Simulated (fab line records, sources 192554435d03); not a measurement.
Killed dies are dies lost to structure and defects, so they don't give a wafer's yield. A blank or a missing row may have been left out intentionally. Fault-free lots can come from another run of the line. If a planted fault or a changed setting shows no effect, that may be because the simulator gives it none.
Split-lot experiment -- flow n5 finfet -- on a route of 1938 steps: 7 lots, 21 wafers read

## ABOUT THE SPLIT
At N5_BEOL_M0_CUTY_ETCH_63 (etches SOC in N2/H2, target depth 82.7 nm, overetch 16.5 nm, time 124 s), the setting source w was moved away from the recipe's 840 W on 7 of the 21 wafers read, by -9.0% to +16.3%. This setting was run at the recipe's value on the other wafers.

Reading taken at the split's own step.

## THE READING
rf vpp V, in V, at N5_BEOL_M0_CUTY_ETCH_63 (etches SOC in N2/H2, target depth 82.7 nm, overetch 16.5 nm, time 124 s). On this fab line, fault-free wafers typically give 523.9 V with a standard deviation of 2.3 V.

wafer,"tool, chamber at the split","source w as run, W",against the recipe,"rf vpp V, V",against lot-mates on the recipe
L081.1,"rie diel-03, 1",840,recipe,525.3,-
L081.2,"rie diel-03, 0",764.7,-9.0%,537.3,+12.0
L081.3,"rie diel-03, 3",764.7,-9.0%,543.7,+18.4
L083.2,"rie diel-06, 1",976.9,+16.3%,498.7,-21.9
L083.3,"rie diel-06, 3",840,recipe,520.8,-
L083.4,"rie diel-06, 2",840,recipe,520.5,-
L087.1,"rie diel-02, 1",840,recipe,526.4,-
L087.2,"rie diel-02, 0",975.4,+16.1%,498.3,-28.1
L087.4,"rie diel-02, 2",975.4,+16.1%,497.8,-28.6
L091.1,"rie diel-02, 3",840,recipe,523.7,-
L091.2,"rie diel-02, 2",840,recipe,524.3,-
L091.5,"rie diel-02, 2",840,recipe,523.4,-
L093.2,"rie diel-02, 3",840,recipe,522.5,-
L093.3,"rie diel-02, 2",840,recipe,522.2,-
L093.4,"rie diel-02, 2",840,recipe,522.9,-
L094.1,"rie diel-03, 2",925.5,+10.2%,505.8,-18.0
L094.2,"rie diel-03, 0",840,recipe,521.4,-
L094.4,"rie diel-03, 1",840,recipe,526.3,-
L096.1,"rie diel-02, 3",840,recipe,522.9,-
L096.2,"rie diel-02, 1",840,recipe,526.6,-
L096.3,"rie diel-02, 0",957.2,+14.0%,499.9,-24.9

THE FIT
A straight line over all 21 wafers: rf vpp V changes by -1.65 V for each +1% of source w; r = -0.99; the points scatter about the line by 2.2 V.
The same after taking each lot's own level away (the mean of its wafers on the recipe; 21 wafers): -1.67 V for each +1%; r = -0.99; scatter 2 V.
According to that fit, moving source w by its largest amount changes the reading by 27 V.
From 520.65 to 526.40 V: that is the span of the lots' own levels, equal to 2.5 times the standard deviation above.
The two slopes agree, so the slope changes little with the lot-to-lot level.
Check: for one of the wafers moved furthest among these (+16.3%), held out of the fit, the line's prediction against its lot-mates is -28.6 V. It came out at -21.9 V against them.
Tool readings at the split's step, against how far the setting was moved: rf vpp V r = -0.99.

## ADDITIONAL SPLITS CARRIED BY THESE WAFERS
Other splits were also applied to these wafers ahead of the reading. Each is held against what the fit with the lots' levels taken away leaves over:
other split on the same wafers,wafers away from the commonest value,r with rf vpp V (lot level and that fit taken away)
N5_MOL_CONTACT_COAG_EXPOSE_05 dose mj,3,+0.00
N5_MOL_CONTACT_COAG_CONTACT_ETCH_14 source w,4,-0.06
N5_MOL_CONTACT_COAG_ETCH_91 source w,5,-0.37
N5_BEOL_M0_SAQP_SPACER1_ALD_98 ald cycles,3,-0.02
N5_BEOL_M0_SAQP_ETCH_106 target depth a,9,-0.01

## FILE'S OWN FIT
rf vpp V changes by -1.64 V for each +1% of source w, r = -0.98.
